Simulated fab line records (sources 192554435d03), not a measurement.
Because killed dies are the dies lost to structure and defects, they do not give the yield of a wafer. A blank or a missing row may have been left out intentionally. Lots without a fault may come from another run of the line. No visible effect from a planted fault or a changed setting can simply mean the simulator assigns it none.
Lot-split experiment ; flow n5_finfet ; 21 wafers read across 7 lots, on a route 1938 steps long

THE SPLIT ITSELF
At N5_BEOL_M8_COAT_59 (time 60 s, resist thk 100 nm), the setting spin_rpm was moved away from the recipe's 1500 rpm on 9 of the 21 wafers read, by -7.4% to +11.1%. For the rest of the wafers, this setting stayed at what the recipe calls for.

FROM THE SPLIT TO THE READING: what the file shows between them, 7 steps
- N5_BEOL_M8_COAT_60: time 60 s, resist thk 35 nm
- N5_BEOL_M8_COAT_05: resist thk 90 nm
- N5_BEOL_M8_DESCUM_16: chemistry O2, time 7.9 s
- N5_BEOL_M8_ETCH_61: etches SiARC in CF4, target depth 45.5 nm, time 75.8 s
- N5_BEOL_M8_ETCH_62: etches SOC in N2/H2, target depth 110 nm, overetch 22 nm, time 165 s
- N5_BEOL_M8_STRIP_68: strips in N2/H2
- N5_BEOL_M8_STRIP_67: strips in CF4

THE READING
SOC_of_BEOL_M8_COAT_59.thk_nm (the simulator's own value, which no gauge read), in nm, at N5_BEOL_M8_HM_OPEN_17 (chemistry Cl2/BCl3, target TiN, target depth 20 nm, overetch 6 nm). No usual value for it is given in the file. The 12 wafers here that ran the recipe average 92.0 nm, standard deviation 0.29 nm.

wafer;tool, chamber at the split;spin_rpm as run, rpm;against the recipe;SOC_of_BEOL_M8_COAT_59.thk_nm, nm;against lot-mates on the recipe
L075.1;litho_track-04, 0;1500;recipe;92.4;-
L075.3;litho_track-04, 0;1500;recipe;92.2;-
L075.6;litho_track-04, 0;1666;+11.1%;87;-5.3
L076.2;litho_track-04, 0;1389;-7.4%;96.8;+4.2
L076.3;litho_track-04, 0;1500;recipe;92.6;-
L076.6;litho_track-04, 0;1389;-7.4%;96.4;+3.8
L079.2;litho_track-01, 0;1500;recipe;92;-
L079.3;litho_track-01, 0;1500;recipe;92;-
L079.4;litho_track-01, 0;1500;recipe;92.2;-
L083.1;litho_track-01, 0;1659;+10.6%;87.2;-5.0
L083.5;litho_track-01, 0;1659;+10.6%;87.2;-5.0
L083.3;litho_track-01, 0;1500;recipe;92.2;-
L091.3;litho_track-04, 0;1399;-6.7%;95.4;no lot-mate on the recipe
L091.4;litho_track-04, 0;1399;-6.7%;95.6;no lot-mate on the recipe
L091.5;litho_track-04, 0;1399;-6.7%;96;no lot-mate on the recipe
L092.4;litho_track-04, 0;1500;recipe;91.8;-
L092.5;litho_track-04, 0;1500;recipe;91.8;-
L092.6;litho_track-04, 0;1500;recipe;92;-
L094.2;litho_track-04, 0;1543;+2.9%;90.4;-1.2
L094.3;litho_track-04, 0;1500;recipe;91.6;-
L094.4;litho_track-04, 0;1500;recipe;91.6;-

THE FIT
A straight line over all 21 wafers: SOC_of_BEOL_M8_COAT_59.thk_nm changes by -0.506 nm for each +1% of spin_rpm; r = -0.99; the points scatter about the line by 0.4 nm.
The same after taking each lot's own level away (the mean of its wafers on the recipe; 18 wafers): -0.493 nm for each +1%; r = -1.00; scatter 0.17 nm.
That fit puts the effect of the largest move of spin_rpm on the reading at 5.5 nm.
Across the lots, their own levels run from 91.60 to 92.60 nm, a range of 3.4 times the standard deviation given above.
Hence the lot-to-lot level has little effect on the slope; both slopes agree.
Check: with one of the wafers moved furthest among these (+11.1%) left out of the fit, the line predicts -5.39 nm for it against its lot-mates. Against them it came out at -5.3 nm.

THE WHOLE CHAIN: every reading that the file lists as answering this split, in the file's order
step;what it does;reading;change (the file's fit);r (the file's)
N5_BEOL_M8_COAT_59;time 60 s, resist thk 100 nm;SOC_of_BEOL_M8_COAT_59.thk_nm (the simulator's own value, which no gauge read);-0.478 nm for each +1% of the setting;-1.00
N5_BEOL_M8_ETCH_62;etches SOC in N2/H2, target depth 110 nm, overetch 22 nm, time 165 s;etch.depth_nm (the simulator's own value, which no gauge read);-0.482 nm for each +1% of the setting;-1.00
N5_BEOL_M8_HM_OPEN_17;chemistry Cl2/BCl3, target TiN, target depth 20 nm, overetch 6 nm;SOC_of_BEOL_M8_COAT_59.thk_nm (the simulator's own value, which no gauge read);-0.486 nm for each +1% of the setting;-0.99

FILE'S OWN FIT
SOC_of_BEOL_M8_COAT_59.thk_nm changes by -0.486 nm for each +1% of spin_rpm, r = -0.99.
